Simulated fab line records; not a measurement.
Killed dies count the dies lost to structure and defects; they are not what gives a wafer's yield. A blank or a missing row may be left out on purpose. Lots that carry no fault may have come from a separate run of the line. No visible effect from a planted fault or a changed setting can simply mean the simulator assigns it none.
What tool caused it? || flow nandHarc || 11 lots, 33 wafers sampled, at 5 steps of a route of 1302

## WHAT THE GAUGES SHOWED, per wafer
NHARC_END_SORT_01.
{"lot": "L652", "measured": "day 28 13:51", "on": "prober-01", "defectLimitedYield (%)": "95.9 95.4 96.8"}
{"lot": "L661", "measured": "day 32 15:10", "on": "prober-01", "defectLimitedYield (%)": "92.3 91.0"}

## WHAT TOOL EACH LOT RAN ON (gives the tool, then ch and the chambers of the sampled wafers, and finally the start)
{"lot": "L643", "NHARC_P_M2_PRE_CLEAN_32": "pecvd-02 ch 0,1, day 6 15:55", "NHARC_P_BONDPAD_ETCH_12": "rieDiel-08 ch 0,1,3, day 6 18:23 or earlier", "NHARC_P_BONDPAD_ETCH_24": "rieDiel-12 ch 0,1,2, day 6 18:23", "NHARC_P_BONDPAD_CMP_19": "cmp-03 ch 1,2,3, day 6 19:53"}
{"lot": "L647", "NHARC_P_M2_PRE_CLEAN_32": "pecvd-03 ch 0,1,2, day 8 05:42", "NHARC_P_BONDPAD_ETCH_12": "rieDiel-12 ch 0,1, day 8 08:13 or earlier", "NHARC_P_BONDPAD_ETCH_24": "rieDiel-07 ch 1,2, day 8 08:13", "NHARC_P_BONDPAD_CMP_19": "cmp-04 ch 2,3, day 8 09:41"}
{"lot": "L648", "NHARC_P_M2_PRE_CLEAN_32": "pecvd-02 ch 0,2, day 8 18:53", "NHARC_P_BONDPAD_ETCH_12": "rieDiel-12 ch 1,2, day 8 21:20 or earlier", "NHARC_P_BONDPAD_ETCH_24": "rieDiel-07 ch 0,1, day 8 21:20", "NHARC_P_BONDPAD_CMP_19": "cmp-04 ch 0,3, day 8 22:49"}
{"lot": "L649", "NHARC_P_M2_PRE_CLEAN_32": "pecvd-02 ch 0,1, day 8 19:44", "NHARC_P_BONDPAD_ETCH_12": "rieDiel-07 ch 0,1,3, day 8 22:14 or earlier", "NHARC_P_BONDPAD_ETCH_24": "rieDiel-08 ch 2,3, day 8 22:14", "NHARC_P_BONDPAD_CMP_19": "cmp-02 ch 0,1, day 9 00:03"}
{"lot": "L650", "NHARC_P_M2_PRE_CLEAN_32": "pecvd-03 ch 0,1, day 9 09:55", "NHARC_P_BONDPAD_ETCH_12": "rieDiel-12 ch 1,2,3, day 9 12:14 or earlier", "NHARC_P_BONDPAD_ETCH_24": "rieDiel-08 ch 1,2, day 9 12:14", "NHARC_P_BONDPAD_CMP_19": "cmp-03 ch 0,3, day 9 14:41"}
{"lot": "L652", "NHARC_P_M2_PRE_CLEAN_32": "pecvd-03 ch 0,1,2, day 10 14:11", "NHARC_P_BONDPAD_ETCH_12": "rieDiel-12 ch 1,3, day 10 16:43 or earlier", "NHARC_P_BONDPAD_ETCH_24": "rieDiel-08 ch 2,3, day 10 16:43", "NHARC_P_BONDPAD_CMP_19": "cmp-04 ch 1,3, day 10 18:16"}
{"lot": "L661", "NHARC_P_M2_PRE_CLEAN_32": "pecvd-03 ch 0,1, day 14 01:10", "NHARC_P_BONDPAD_ETCH_12": "rieDiel-07 ch 0,2,3, day 14 03:36 or earlier", "NHARC_P_BONDPAD_ETCH_24": "rieDiel-08 ch 0,1, day 14 03:36", "NHARC_P_BONDPAD_CMP_19": "cmp-03 ch 0,1,3, day 14 05:08"}
{"lot": "L662", "NHARC_P_M2_PRE_CLEAN_32": "pecvd-02 ch 0,1, day 14 10:51", "NHARC_P_BONDPAD_ETCH_12": "rieDiel-08 ch 1,2,3, day 14 13:29 or earlier", "NHARC_P_BONDPAD_ETCH_24": "rieDiel-12 ch 1,2, day 14 13:29", "NHARC_P_BONDPAD_CMP_19": "cmp-03 ch 2,3, day 14 14:58"}
{"lot": "L663", "NHARC_P_M2_PRE_CLEAN_32": "pecvd-02 ch 0,1, day 14 20:35", "NHARC_P_BONDPAD_ETCH_12": "rieDiel-12 ch 0,2,3, day 14 23:13 or earlier", "NHARC_P_BONDPAD_ETCH_24": "rieDiel-07 ch 0,2,3, day 14 23:13", "NHARC_P_BONDPAD_CMP_19": "cmp-03 ch 0,2,3, day 15 00:45"}
{"lot": "L664", "NHARC_P_M2_PRE_CLEAN_32": "pecvd-03 ch 0,1,2, day 15 03:29", "NHARC_P_BONDPAD_ETCH_12": "rieDiel-07 ch 0,3, day 15 06:00 or earlier", "NHARC_P_BONDPAD_ETCH_24": "rieDiel-12 ch 0,1,2, day 15 06:00", "NHARC_P_BONDPAD_CMP_19": "cmp-04 ch 1,3, day 15 07:38"}
{"lot": "L666", "NHARC_P_M2_PRE_CLEAN_32": "pecvd-02 ch 0, day 16 08:23", "NHARC_P_BONDPAD_ETCH_12": "rieDiel-12 ch 1,2, day 16 12:03 or earlier", "NHARC_P_BONDPAD_ETCH_24": "rieDiel-12 ch 0,2,3, day 16 12:03", "NHARC_P_BONDPAD_CMP_19": "cmp-03 ch 1,2, day 16 14:03"}
- NHARC_P_M2_PRE_CLEAN_32: time 12 s.
- NHARC_P_BONDPAD_ETCH_12: etches the open film in CHF3/O2, target depth 200 nm, time 100 s.
- NHARC_P_BONDPAD_ETCH_24: etches the open film in CF4/N2, target depth 30 nm, time 72.99 s.
- NHARC_P_BONDPAD_CMP_19: polishes, t overpolish 30 s, cu recess touch 16 s, target thk 160.81 nm.

## THE ANSWER, worked out from the rows above alone
Rule: what is usual is taken from the lots themselves. The widest of any qualifying gaps counts: lots, ordered by their means at a reading, are off when they make up no more than a third of the lots, leave a main group of 4 or more, and stand apart from it by 3 or more times the standard deviation of that group's means. A main group whose means are all the same, to the digits that the tables above print for the reading, isn't used. A lot without any number at a reading at which 4 lots or more have one is off too. The other lots that the step has rows for count as sound.
No lot is off at any reading shown: from this, nothing can be told.

## WHAT THE SIMULATOR PUT IN
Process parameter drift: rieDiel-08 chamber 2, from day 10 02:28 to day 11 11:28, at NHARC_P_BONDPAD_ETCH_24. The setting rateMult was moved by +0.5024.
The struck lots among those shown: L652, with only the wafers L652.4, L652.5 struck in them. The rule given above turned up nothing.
